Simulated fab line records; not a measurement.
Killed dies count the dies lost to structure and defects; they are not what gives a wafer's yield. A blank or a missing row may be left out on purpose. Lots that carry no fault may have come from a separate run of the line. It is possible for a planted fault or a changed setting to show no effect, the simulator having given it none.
Split-lot experiment    flow n5_finfet    39 wafers read from 7 lots, route of 1938 steps

SPLIT DETAILS
At N5_BEOL_M8_DESCUM_33 (chemistry O2, time 7 s), the setting time_s was moved away from the recipe's 7 s on 12 of the 39 wafers read, by -51.5% to +55.9%. For the rest of the wafers, this setting stayed at what the recipe calls for.

THE PATH FROM SPLIT TO READING: the file shows 1 step between them
- N5_BEOL_M8_ETCH_72: etches underlayer in N2/H2, target depth 6.5 nm, time 5.2 s

THE READING
CAR-EUV_of_BEOL_M8_COAT_22.thk_nm (the simulator's own value, which no gauge read), in nm, at N5_BEOL_M8_ETCH_65 (etches SiARC in CF4, target depth 15.6 nm, time 26 s). No usual value for it is given in the file. Average 11.1 nm, standard deviation 0.11 nm, over the 27 wafers here run with the recipe.

wafer   tool, chamber at the split  time_s as run, s  against the recipe  CAR-EUV_of_BEOL_M8_COAT_22.thk_nm, nm  against lot-mates on the recipe
L077.1  rie_diel-02, 3,0            9.744             +39.2%              9.8                                    -1.3
L077.3  rie_diel-02, 2              9.744             +39.2%              9.8                                    -1.3
L077.4  rie_diel-02, 3,0            9.744             +39.2%              9.8                                    -1.3
L077.2  rie_diel-02, 1,2            7                 recipe              11                                     -
L077.6  rie_diel-02, 1,2            7                 recipe              11                                     -
L077.5  rie_diel-02, 3              7                 recipe              11.2                                   -
L079.3  rie_diel-03, 2,3,0          7                 recipe              11                                     -
L079.4  rie_diel-03, 2,3,0          7                 recipe              11                                     -
L079.5  rie_diel-03, 2,3,0          7                 recipe              11.2                                   -
L083.1  rie_diel-02, 0,2            7                 recipe              11                                     -
L083.2  rie_diel-02, 1,3,0,1        7                 recipe              11                                     -
L083.3  rie_diel-02, 0,2            7                 recipe              11                                     -
L083.4  rie_diel-02, 1,3,0,1        7                 recipe              11                                     -
L083.5  rie_diel-02, 1,3,0,1        7                 recipe              11                                     -
L083.6  rie_diel-02, 1,3,0,1        7                 recipe              11                                     -
L084.1  rie_diel-03, 3,3,0          3.396             -51.5%              12.8                                   +1.7
L084.4  rie_diel-03, 3,3,0          3.396             -51.5%              12.8                                   +1.7
L084.6  rie_diel-03, 3,3,0          3.396             -51.5%              12.8                                   +1.7
L084.2  rie_diel-03, 0,2,2          7                 recipe              11.2                                   -
L084.3  rie_diel-03, 0,2,2          7                 recipe              11                                     -
L084.5  rie_diel-03, 0,2,2          7                 recipe              11                                     -
L086.1  rie_diel-02, 2              10.91             +55.9%              9.2                                    -1.9
L086.2  rie_diel-02, 3,0            10.91             +55.9%              9.2                                    -1.9
L086.3  rie_diel-02, 3,0            10.91             +55.9%              9.2                                    -1.9
L086.4  rie_diel-02, 1,2,1          7                 recipe              11                                     -
L086.6  rie_diel-02, 1,2,1          7                 recipe              11                                     -
L086.5  rie_diel-02, 1,2,1          7                 recipe              11.2                                   -
L092.1  rie_diel-03, 3,2,1,0,1,0    7                 recipe              11.2                                   -
L092.2  rie_diel-03, 3,2,1,0,1,0    7                 recipe              11.2                                   -
L092.3  rie_diel-03, 3,2,1,0,1,0    7                 recipe              11.2                                   -
L092.4  rie_diel-03, 3,2,1,0,1,0    7                 recipe              11.2                                   -
L092.5  rie_diel-03, 3,2,1,0,1,0    7                 recipe              11.2                                   -
L092.6  rie_diel-03, 3,2,1,0,1,0    7                 recipe              11.4                                   -
L095.1  rie_diel-03, 0,3,2          7                 recipe              11.2                                   -
L095.6  rie_diel-03, 0,3,2          7                 recipe              11.2                                   -
L095.2  rie_diel-03, 2,1,3          9.451             +35.0%              9.8                                    -1.3
L095.5  rie_diel-03, 2,1,3          9.451             +35.0%              9.8                                    -1.3
L095.3  rie_diel-03, 0,3,2          7                 recipe              11                                     -
L095.4  rie_diel-03, 2,1,3          9.451             +35.0%              10                                     -1.1
Rows listing several chambers each stand for several wafers; the file does not say which wafer went through which chamber.

FIT RESULTS
A straight line over all 39 wafers: CAR-EUV_of_BEOL_M8_COAT_22.thk_nm changes by -0.0336 nm for each +1% of time_s; r = -0.99; the points scatter about the line by 0.1 nm.
The same after taking each lot's own level away (the mean of its wafers on the recipe; 39 wafers): -0.0337 nm for each +1%; r = -1.00; scatter 0.078 nm.
According to that fit, moving time_s by its largest amount changes the reading by 1.9 nm.
The span of the lots' own levels, 11.00 to 11.23 nm, comes to 2.1 times the standard deviation stated above.
Hence the lot-to-lot level has little effect on the slope; both slopes agree.
Check: with one of the wafers moved furthest among these (+55.9%) left out of the fit, the line predicts -1.89 nm for it against its lot-mates. It came out at -1.87 nm against them.

THE OTHER SPLITS THESE WAFERS WENT THROUGH
Note: prior to the reading, these wafers also went through further splits. Each is held against what the fit with the lots' levels taken away leaves over:
other split on the same wafers              wafers away from the commonest value  r with CAR-EUV_of_BEOL_M8_COAT_22.thk_nm (lot level and that fit taken away)
N5_ZERO_LAYER_DEVELOP_10 develop_time_s     15                                    +0.09
N5_FIN_SAQP_ETCH_65 time_s                  15                                    -0.09
N5_MOL_CONTACT_COAG_ETCH_15 target_depth_a  9                                     +0.16
N5_BEOL_M0_SAQP_ETCH_106 target_depth_a     15                                    -0.28
N5_BEOL_M1_PECVD_72 time_s                  18                                    -0.02
N5_BEOL_M5_ILD_DEP_00 target_thk_a          18                                    -0.27

THE WHOLE CHAIN: every reading that the file lists as answering this split, in the file's order
step                  what it does                                          reading                                                                             change (the file's fit)                 r (the file's)
N5_BEOL_M8_DESCUM_33  chemistry O2, time 7 s                                CAR-EUV_of_BEOL_M8_COAT_22.thk_nm (the simulator's own value, which no gauge read)  -0.0349 nm for each +1% of the setting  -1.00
N5_BEOL_M8_ETCH_65    etches SiARC in CF4, target depth 15.6 nm, time 26 s  CAR-EUV_of_BEOL_M8_COAT_22.thk_nm (the simulator's own value, which no gauge read)  -0.0337 nm for each +1% of the setting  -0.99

FILE'S OWN FIT
CAR-EUV_of_BEOL_M8_COAT_22.thk_nm changes by -0.0337 nm for each +1% of time_s, r = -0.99.
